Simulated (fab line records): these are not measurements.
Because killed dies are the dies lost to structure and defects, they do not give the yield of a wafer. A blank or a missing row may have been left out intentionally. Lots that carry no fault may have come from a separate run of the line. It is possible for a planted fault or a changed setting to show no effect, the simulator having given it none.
Which tool was responsible? / flow n5-finfet / 12 lots with 34 wafers sampled at 4 steps, on a route of 1938 steps

## WHAT THE GAUGES SHOWED, per wafer
No reading from a measuring or inspecting step in the record can be judged against a usual standard deviation.

## EACH LOT AND THE TOOL THAT RAN IT (in order: tool; ch and the chambers of the sampled wafers; start)
lot=L909; N5_BEOL_M5_PRE_CLEAN_77=cvd-co-02 ch 0,2, day 9 05:39; N5_BEOL_M5_DEP_56=pecvd-02 ch 0,1, day 9 05:49; N5_BEOL_M6_ETCH_41=rie-diel-01 ch 0,1, day 9 11:21; N5_BEOL_M6_CURE_75=uv-cure-01 ch 1, day 9 11:40
lot=L908; N5_BEOL_M5_PRE_CLEAN_77=cvd-co-02 ch 0,1,2, day 9 08:01; N5_BEOL_M5_DEP_56=pecvd-02 ch 1,2, day 9 08:11; N5_BEOL_M6_ETCH_41=rie-diel-03 ch 2,3, day 9 18:08; N5_BEOL_M6_CURE_75=uv-cure-02 ch 2, day 9 18:31
lot=L910; N5_BEOL_M5_PRE_CLEAN_77=cvd-co-01 ch 0,1, day 10 01:10; N5_BEOL_M5_DEP_56=pecvd-04 ch 1, day 10 01:19; N5_BEOL_M6_ETCH_41=rie-diel-01 ch 3, day 10 05:26; N5_BEOL_M6_CURE_75=uv-cure-01 ch 1, day 10 05:52
lot=L914; N5_BEOL_M5_PRE_CLEAN_77=cvd-co-01 ch 1,2, day 10 11:17; N5_BEOL_M5_DEP_56=pecvd-02 ch 0,2, day 10 11:27; N5_BEOL_M6_ETCH_41=rie-diel-04 ch 0,1, day 10 16:21; N5_BEOL_M6_CURE_75=uv-cure-02 ch 2, day 10 16:43
lot=L913; N5_BEOL_M5_PRE_CLEAN_77=cvd-co-01 ch 1,2, day 10 18:32; N5_BEOL_M5_DEP_56=pecvd-03 ch 1,2, day 10 18:41; N5_BEOL_M6_ETCH_41=rie-diel-04 ch 0,2,3, day 10 23:52; N5_BEOL_M6_CURE_75=uv-cure-03 ch 2, day 11 00:13
lot=L919; N5_BEOL_M5_PRE_CLEAN_77=cvd-co-02 ch 0,1, day 12 22:02; N5_BEOL_M5_DEP_56=pecvd-04 ch 0,2, day 12 22:12; N5_BEOL_M6_ETCH_41=rie-diel-04 ch 0,2,3, day 13 06:56; N5_BEOL_M6_CURE_75=uv-cure-03 ch 2, day 13 07:15
lot=L920; N5_BEOL_M5_PRE_CLEAN_77=cvd-co-01 ch 0,1, day 12 23:46; N5_BEOL_M5_DEP_56=pecvd-02 ch 1,2, day 12 23:55; N5_BEOL_M6_ETCH_41=rie-diel-04 ch 0,1,3, day 13 06:20; N5_BEOL_M6_CURE_75=uv-cure-02 ch 0, day 13 06:39
lot=L922; N5_BEOL_M5_PRE_CLEAN_77=cvd-co-01 ch 1,2, day 13 07:22; N5_BEOL_M5_DEP_56=pecvd-03 ch 0,1,2, day 13 07:31; N5_BEOL_M6_ETCH_41=rie-diel-03 ch 0,3, day 13 13:18; N5_BEOL_M6_CURE_75=uv-cure-03 ch 1, day 13 13:43
lot=L923; N5_BEOL_M5_PRE_CLEAN_77=cvd-co-02 ch 0,1,2, day 13 21:10; N5_BEOL_M5_DEP_56=pecvd-02 ch 0,1, day 13 21:19; N5_BEOL_M6_ETCH_41=rie-diel-01 ch 0,2,3, day 14 05:43; N5_BEOL_M6_CURE_75=uv-cure-03 ch 0, day 14 06:02
lot=L925; N5_BEOL_M5_PRE_CLEAN_77=cvd-co-02 ch 0,1, day 14 06:04; N5_BEOL_M5_DEP_56=pecvd-02 ch 0,1, day 14 06:14; N5_BEOL_M6_ETCH_41=rie-diel-03 ch 0,3, day 14 10:55; N5_BEOL_M6_CURE_75=uv-cure-02 ch 2, day 14 11:17
lot=L929; N5_BEOL_M5_PRE_CLEAN_77=cvd-co-01 ch 0,1, day 14 13:04; N5_BEOL_M5_DEP_56=pecvd-04 ch 0,2, day 14 13:14; N5_BEOL_M6_ETCH_41=rie-diel-01 ch 0,2, day 14 17:25; N5_BEOL_M6_CURE_75=uv-cure-01 ch 0, day 14 17:44
lot=L928; N5_BEOL_M5_PRE_CLEAN_77=cvd-co-01 ch 0,1,2, day 14 17:42; N5_BEOL_M5_DEP_56=pecvd-04 ch 0,1,2, day 14 17:52; N5_BEOL_M6_ETCH_41=rie-diel-01 ch 1,2,3, day 14 21:50; N5_BEOL_M6_CURE_75=uv-cure-03 ch 0, day 14 22:15
- N5_BEOL_M5_PRE_CLEAN_77: time 15 s.
- N5_BEOL_M5_DEP_56: deposits SiCN from 3MS/NH3, target thk 8 nm, time 14 s.
- N5_BEOL_M6_ETCH_41: etches SiCN in CH3F/O2, target depth 29.7 nm, time 52 s.
- N5_BEOL_M6_CURE_75: cures SiCOH lowk, time 120 s.

## WHAT THE TOOLS THEMSELVES READ (means of the sampled wafers that have a number; where no wafer has one, the mark that the record gives instead)
N5_BEOL_M5_PRE_CLEAN_77. Usual: 88 W for heater-power-w, sd 23.
lot=L909; tool=cvd-co-02; heater-power-w (W)=66; flag=
lot=L908; tool=cvd-co-02; heater-power-w (W)=79; flag=
lot=L910; tool=cvd-co-01; heater-power-w (W)=78; flag=
lot=L914; tool=cvd-co-01; heater-power-w (W)=104; flag=
lot=L913; tool=cvd-co-01; heater-power-w (W)=103; flag=
lot=L919; tool=cvd-co-02; heater-power-w (W)=65; flag=
lot=L920; tool=cvd-co-01; heater-power-w (W)=78; flag=
lot=L922; tool=cvd-co-01; heater-power-w (W)=92; flag=
lot=L923; tool=cvd-co-02; heater-power-w (W)=79; flag=
lot=L925; tool=cvd-co-02; heater-power-w (W)=78; flag=
lot=L929; tool=cvd-co-01; heater-power-w (W)=78; flag=
lot=L928; tool=cvd-co-01; heater-power-w (W)=92; flag=

N5_BEOL_M5_DEP_56. Usual: showerhead-plenum-p-Torr 3.666 Torr, standard deviation 0.014; throttle-valve-pct 9.00 %, standard deviation 0.29.
lot=L909; tool=pecvd-02; showerhead-plenum-p-Torr (Torr)=3.659; throttle-valve-pct (%)=9.07; flag=
lot=L908; tool=pecvd-02; showerhead-plenum-p-Torr (Torr)=3.670; throttle-valve-pct (%)=8.84; flag=
lot=L910; tool=pecvd-04; showerhead-plenum-p-Torr (Torr)=3.658; throttle-valve-pct (%)=9.15; flag=
lot=L914; tool=pecvd-02; showerhead-plenum-p-Torr (Torr)=3.662; throttle-valve-pct (%)=9.02; flag=
lot=L913; tool=pecvd-03; showerhead-plenum-p-Torr (Torr)=3.643; throttle-valve-pct (%)=8.90; flag=
lot=L919; tool=pecvd-04; showerhead-plenum-p-Torr (Torr)=3.678; throttle-valve-pct (%)=9.16; flag=
lot=L920; tool=pecvd-02; showerhead-plenum-p-Torr (Torr)=3.670; throttle-valve-pct (%)=8.81; flag=
lot=L922; tool=pecvd-03; showerhead-plenum-p-Torr (Torr)=3.647; throttle-valve-pct (%)=8.79; flag=
lot=L923; tool=pecvd-02; showerhead-plenum-p-Torr (Torr)=3.663; throttle-valve-pct (%)=9.07; flag=
lot=L925; tool=pecvd-02; showerhead-plenum-p-Torr (Torr)=3.665; throttle-valve-pct (%)=8.88; flag=
lot=L929; tool=pecvd-04; showerhead-plenum-p-Torr (Torr)=3.685; throttle-valve-pct (%)=8.99; flag=
lot=L928; tool=pecvd-04; showerhead-plenum-p-Torr (Torr)=3.675; throttle-valve-pct (%)=9.19; flag=

N5_BEOL_M6_ETCH_41. Usual: drypump-motor-current-A 5.5 A, standard deviation 0.42; oes-product-au 0.83 a.u., standard deviation 0.061; rf-vpp-V 297.7 V, standard deviation 1.7; run-length-s 75.3 s, standard deviation 0.51; showerhead-plenum-p-Torr 2.02 Torr, standard deviation 0.076; throttle-valve-pct 16.26 %, standard deviation 0.17.
lot=L909; tool=rie-diel-01; drypump-motor-current-A (A)=5.3; oes-product-au (a.u.)=0.91; rf-vpp-V (V)=298.3; run-length-s (s)=74.8; showerhead-plenum-p-Torr (Torr)=2.02; throttle-valve-pct (%)=16.10; flag=
lot=L908; tool=rie-diel-03; drypump-motor-current-A (A)=5.5; oes-product-au (a.u.)=0.76; rf-vpp-V (V)=296.8; run-length-s (s)=74.9; showerhead-plenum-p-Torr (Torr)=1.98; throttle-valve-pct (%)=16.34; flag=
lot=L910; tool=rie-diel-01; drypump-motor-current-A (A)=4.9; oes-product-au (a.u.)=0.89; rf-vpp-V (V)=298.6; run-length-s (s)=75.2; showerhead-plenum-p-Torr (Torr)=2.03; throttle-valve-pct (%)=16.08; flag=
lot=L914; tool=rie-diel-04; drypump-motor-current-A (A)=5.6; oes-product-au (a.u.)=0.90; rf-vpp-V (V)=297.0; run-length-s (s)=74.9; showerhead-plenum-p-Torr (Torr)=1.96; throttle-valve-pct (%)=16.37; flag=
lot=L913; tool=rie-diel-04; drypump-motor-current-A (A)=5.5; oes-product-au (a.u.)=0.87; rf-vpp-V (V)=297.3; run-length-s (s)=75.1; showerhead-plenum-p-Torr (Torr)=2.03; throttle-valve-pct (%)=16.20; flag=
lot=L919; tool=rie-diel-04; drypump-motor-current-A (A)=5.5; oes-product-au (a.u.)=0.84; rf-vpp-V (V)=298.2; run-length-s (s)=83.3; showerhead-plenum-p-Torr (Torr)=2.03; throttle-valve-pct (%)=16.23; flag=OFF
lot=L920; tool=rie-diel-04; drypump-motor-current-A (A)=5.8; oes-product-au (a.u.)=0.86; rf-vpp-V (V)=297.6; run-length-s (s)=83.4; showerhead-plenum-p-Torr (Torr)=2.01; throttle-valve-pct (%)=16.39; flag=OFF
lot=L922; tool=rie-diel-03; drypump-motor-current-A (A)=5.4; oes-product-au (a.u.)=0.73; rf-vpp-V (V)=297.0; run-length-s (s)=75.1; showerhead-plenum-p-Torr (Torr)=1.97; throttle-valve-pct (%)=16.32; flag=
lot=L923; tool=rie-diel-01; drypump-motor-current-A (A)=5.5; oes-product-au (a.u.)=0.85; rf-vpp-V (V)=298.3; run-length-s (s)=75.2; showerhead-plenum-p-Torr (Torr)=2.04; throttle-valve-pct (%)=16.22; flag=
lot=L925; tool=rie-diel-03; drypump-motor-current-A (A)=5.5; oes-product-au (a.u.)=0.73; rf-vpp-V (V)=298.1; run-length-s (s)=75.1; showerhead-plenum-p-Torr (Torr)=2.00; throttle-valve-pct (%)=16.30; flag=
lot=L929; tool=rie-diel-01; drypump-motor-current-A (A)=5.7; oes-product-au (a.u.)=0.84; rf-vpp-V (V)=297.7; run-length-s (s)=75.3; showerhead-plenum-p-Torr (Torr)=2.01; throttle-valve-pct (%)=16.28; flag=
lot=L928; tool=rie-diel-01; drypump-motor-current-A (A)=5.4; oes-product-au (a.u.)=0.85; rf-vpp-V (V)=298.6; run-length-s (s)=75.4; showerhead-plenum-p-Torr (Torr)=2.06; throttle-valve-pct (%)=16.19; flag=

N5_BEOL_M6_CURE_75. Usual: lamp-power-pct 52.32 %, standard deviation 0.053; wafer_temp_C_max 371.4, standard deviation 0.39.
lot=L909; tool=uv-cure-01; lamp-power-pct (%)=52.34; wafer_temp_C_max=371.4; flag=
lot=L908; tool=uv-cure-02; lamp-power-pct (%)=52.36; wafer_temp_C_max=371.5; flag=
lot=L910; tool=uv-cure-01; lamp-power-pct (%)=52.35; wafer_temp_C_max=371.9; flag=
lot=L914; tool=uv-cure-02; lamp-power-pct (%)=52.31; wafer_temp_C_max=371.7; flag=
lot=L913; tool=uv-cure-03; lamp-power-pct (%)=52.27; wafer_temp_C_max=371.9; flag=
lot=L919; tool=uv-cure-03; lamp-power-pct (%)=52.38; wafer_temp_C_max=371.7; flag=
lot=L920; tool=uv-cure-02; lamp-power-pct (%)=52.33; wafer_temp_C_max=372.0; flag=
lot=L922; tool=uv-cure-03; lamp-power-pct (%)=52.32; wafer_temp_C_max=371.1; flag=
lot=L923; tool=uv-cure-03; lamp-power-pct (%)=52.24; wafer_temp_C_max=371.2; flag=
lot=L925; tool=uv-cure-02; lamp-power-pct (%)=52.32; wafer_temp_C_max=371.6; flag=
lot=L929; tool=uv-cure-01; lamp-power-pct (%)=52.36; wafer_temp_C_max=371.0; flag=
lot=L928; tool=uv-cure-03; lamp-power-pct (%)=52.28; wafer_temp_C_max=371.4; flag=

## THE ANSWER, worked out from the rows above alone
Rule: take the mean of a lot's wafers that have a number; if it is more than 3 standard deviations from the usual mean, the lot is off. A lot without any number at a reading at which 4 lots or more have one is off too. Where the step has rows for the other lots, those lots are counted as sound. The gauges are gone through in route order, then the tools' own readings, and for those a lot's mean is taken as printed above. The first step at which some lot is off is used, and at that step the reading that is off furthest; a lot without a number counts as furthest.
Off: L919, L920 (N5_BEOL_M6_ETCH_41, run-length-s).
A tool fits if, at that step or a process step before it, it ran every lot that is off, and no sound lot after the first of them. One fits: N5_BEOL_M6_ETCH_41 on rie-diel-04. Its last sound lot is L913 (day 10 23:52), its first lot that is off L920 (day 13 06:20): a fault that began between those two fits.
On the lots that are off, the tool's own readings at N5_BEOL_M6_ETCH_41 differ by more than 5 times the standard deviation of the sound lots' means, which bears it out; run-length-s reads 83.3 s there versus 75.1 s on the sound lots.

## WHAT THE SIMULATOR PUT IN
Process parameters drifting: rie-diel-04 at N5_BEOL_M6_ETCH_41, beginning at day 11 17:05. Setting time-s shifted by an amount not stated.
Shown lots that were struck: L919, L920. This agrees with what the rule above found.
